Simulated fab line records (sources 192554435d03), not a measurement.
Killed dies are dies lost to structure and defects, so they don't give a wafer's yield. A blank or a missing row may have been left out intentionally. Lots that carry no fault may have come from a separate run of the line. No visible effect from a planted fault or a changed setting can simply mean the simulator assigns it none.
Split-lot trial + flow n5_finfet + route with 1938 steps; 7 lots, 39 wafers read

## ON THE SPLIT
At N5_MOL_CONTACT_COAG_PECVD_31 (deposits SiO2 from TEOS/O2, target thk 46 nm, time 8.9 s), the setting time_s was moved away from the recipe's 8.9 s on 15 of the 39 wafers read, by -46.1% to +59.2%. All remaining wafers had this setting at the recipe value.

## FROM THE SPLIT TO THE READING: what the file shows between them, 4 steps
- N5_MOL_CONTACT_COAG_COAT_75: time 60 s, resist thk 60 nm
- N5_MOL_CONTACT_COAG_COAT_76: time 60 s, resist thk 10 nm
- N5_MOL_CONTACT_COAG_ETCHBACK_135: etches SiO2 in CHF3, target depth 25 nm, time 16.7 s
- N5_MOL_CONTACT_COAG_STRIP_118: strips in CHF3

## THE READING
etch.depth_nm (the simulator's own value, which no gauge read), in nm, at N5_MOL_CONTACT_COAG_VIA_ETCH_46 (etches SiO2 in C4F6/O2, target depth 46 nm, overetch 9.2 nm, time 40 s). No usual value for it is given in the file. Here, 24 wafers ran the recipe; their average is 46.11 nm with a standard deviation of 0.41 nm.

| wafer  | tool, chamber at the split | time_s as run, s | against the recipe | etch.depth_nm, nm | against lot-mates on the recipe |
|--------|----------------------------|------------------|--------------------|-------------------|---------------------------------|
| L078.1 | pecvd-01, 1                | 8.9              | recipe             | 45.65             | -                               |
| L078.2 | pecvd-01, 2                | 8.9              | recipe             | 45.22             | -                               |
| L078.3 | pecvd-01, 1                | 8.9              | recipe             | 46.26             | -                               |
| L078.4 | pecvd-01, 2                | 8.9              | recipe             | 45.84             | -                               |
| L078.5 | pecvd-01, 2                | 8.9              | recipe             | 45.78             | -                               |
| L078.6 | pecvd-01, 1                | 8.9              | recipe             | 45.32             | -                               |
| L084.2 | pecvd-02, 1                | 8.9              | recipe             | 46.29             | -                               |
| L084.4 | pecvd-02, 1                | 8.9              | recipe             | 46.32             | -                               |
| L084.5 | pecvd-02, 2                | 8.9              | recipe             | 46.52             | -                               |
| L085.1 | pecvd-03, 1                | 4.795            | -46.1%             | 25.86             | -20.54                          |
| L085.2 | pecvd-03, 0                | 8.9              | recipe             | 46.36             | -                               |
| L085.3 | pecvd-03, 2                | 8.9              | recipe             | 45.88             | -                               |
| L085.4 | pecvd-03, 0                | 4.795            | -46.1%             | 26.08             | -20.32                          |
| L085.5 | pecvd-03, 1                | 8.9              | recipe             | 46.96             | -                               |
| L085.6 | pecvd-03, 2                | 4.795            | -46.1%             | 25.32             | -21.08                          |
| L087.1 | pecvd-01, 1,0              | 14.17            | +59.2%             | 55.13             | +9.09                           |
| L087.2 | pecvd-01, 1,0              | 14.17            | +59.2%             | 53.98             | +7.94                           |
| L087.3 | pecvd-01, 2                | 14.17            | +59.2%             | 53.23             | +7.19                           |
| L087.4 | pecvd-01, 2                | 8.9              | recipe             | 46.23             | -                               |
| L087.5 | pecvd-01, 0,1              | 8.9              | recipe             | 45.91             | -                               |
| L087.6 | pecvd-01, 0,1              | 8.9              | recipe             | 45.99             | -                               |
| L089.1 | pecvd-02, 0                | 11.45            | +28.7%             | 53.98             | +7.49                           |
| L089.2 | pecvd-02, 1                | 11.45            | +28.7%             | 53.19             | +6.70                           |
| L089.3 | pecvd-02, 2                | 11.45            | +28.7%             | 53.43             | +6.94                           |
| L089.4 | pecvd-02, 2                | 8.9              | recipe             | 46.39             | -                               |
| L089.5 | pecvd-02, 0                | 8.9              | recipe             | 46.81             | -                               |
| L089.6 | pecvd-02, 1                | 8.9              | recipe             | 46.26             | -                               |
| L093.1 | pecvd-01, 0                | 8.9              | recipe             | 46.17             | -                               |
| L093.2 | pecvd-01, 1                | 7.24             | -18.7%             | 37.42             | -8.88                           |
| L093.3 | pecvd-01, 0                | 7.24             | -18.7%             | 38.42             | -7.88                           |
| L093.4 | pecvd-01, 1                | 7.24             | -18.7%             | 37.97             | -8.33                           |
| L093.5 | pecvd-01, 1                | 8.9              | recipe             | 46.01             | -                               |
| L093.6 | pecvd-01, 0                | 8.9              | recipe             | 46.71             | -                               |
| L095.1 | pecvd-01, 1,0              | 11.16            | +25.4%             | 53.99             | +8.09                           |
| L095.2 | pecvd-01, 1,0              | 11.16            | +25.4%             | 56.32             | +10.42                          |
| L095.3 | pecvd-01, 1                | 11.16            | +25.4%             | 54.27             | +8.37                           |
| L095.4 | pecvd-01, 0,1              | 8.9              | recipe             | 45.87             | -                               |
| L095.5 | pecvd-01, 0,1              | 8.9              | recipe             | 45.78             | -                               |
| L095.6 | pecvd-01, 0                | 8.9              | recipe             | 46.05             | -                               |
The file does not say which wafer passed through which chamber wherever a row lists several chambers: such a row stands for several wafers.

THE FIT
A straight line over all 39 wafers: etch.depth_nm changes by +0.278 nm for each +1% of time_s; r = +0.91; the points scatter about the line by 3.1 nm.
The same after taking each lot's own level away (the mean of its wafers on the recipe; 39 wafers): +0.28 nm for each +1%; r = +0.91; scatter 3.2 nm.
Per that fit: largest time_s move, reading shift of 17 nm.
Across the lots, their own levels run from 45.678 to 46.487 nm, a range of 2.0 times the standard deviation given above.
Hence the lot-to-lot level has little effect on the slope; both slopes agree.
Check: for one of the wafers moved furthest among these (+59.2%), held out of the fit, the line's prediction against its lot-mates is +16.4 nm. It came out at +9.09 nm against them.

## FURTHER SPLITS ON THESE WAFERS
Other splits were also applied to these wafers ahead of the reading. Each is held against what the fit with the lots' levels taken away leaves over:
| other split on the same wafers | wafers away from the commonest value | r with etch.depth_nm (lot level and that fit taken away) |
|--------------------------------|--------------------------------------|----------------------------------------------------------|
| N5_SD_EPI_N_DESCUM_14 time_s   | 9                                    | +0.23                                                    |
| N5_HKMG_FIN_ALD_72 ald_cycles  | 15                                   | +0.05                                                    |

## THE WHOLE CHAIN: every reading that the file lists as answering this split, in the file's order
| step                            | what it does                                                           | reading                                                                                   | change (the file's fit)                                                                       | r (the file's) |
|---------------------------------|------------------------------------------------------------------------|-------------------------------------------------------------------------------------------|-----------------------------------------------------------------------------------------------|----------------|
| N5_MOL_CONTACT_COAG_PECVD_31    | deposits SiO2 from TEOS/O2, target thk 46 nm, time 8.9 s               | SiO2_of_MOL_CONTACT_COAG_PECVD_31.thk_nm (the simulator's own value, which no gauge read) | +0.43 nm for each +1% of the setting                                                          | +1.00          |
| N5_MOL_CONTACT_COAG_VIA_ETCH_46 | etches SiO2 in C4F6/O2, target depth 46 nm, overetch 9.2 nm, time 40 s | etch.depth_nm (the simulator's own value, which no gauge read)                            | +0.271 nm for each +1% of the setting                                                         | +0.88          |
| N5_MOL_CONTACT_COAG_ETCH_47     | etches SiNx in CH3F/O2, stops on W, target depth 27 nm                 | etch_rf_on_time_s                                                                         | not straight: withheld at the lowest setting, withheld at the recipe, withheld at the highest | not given      |

## THE FILE'S OWN FIT
etch.depth_nm changes by +0.271 nm for each +1% of time_s, r = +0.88.
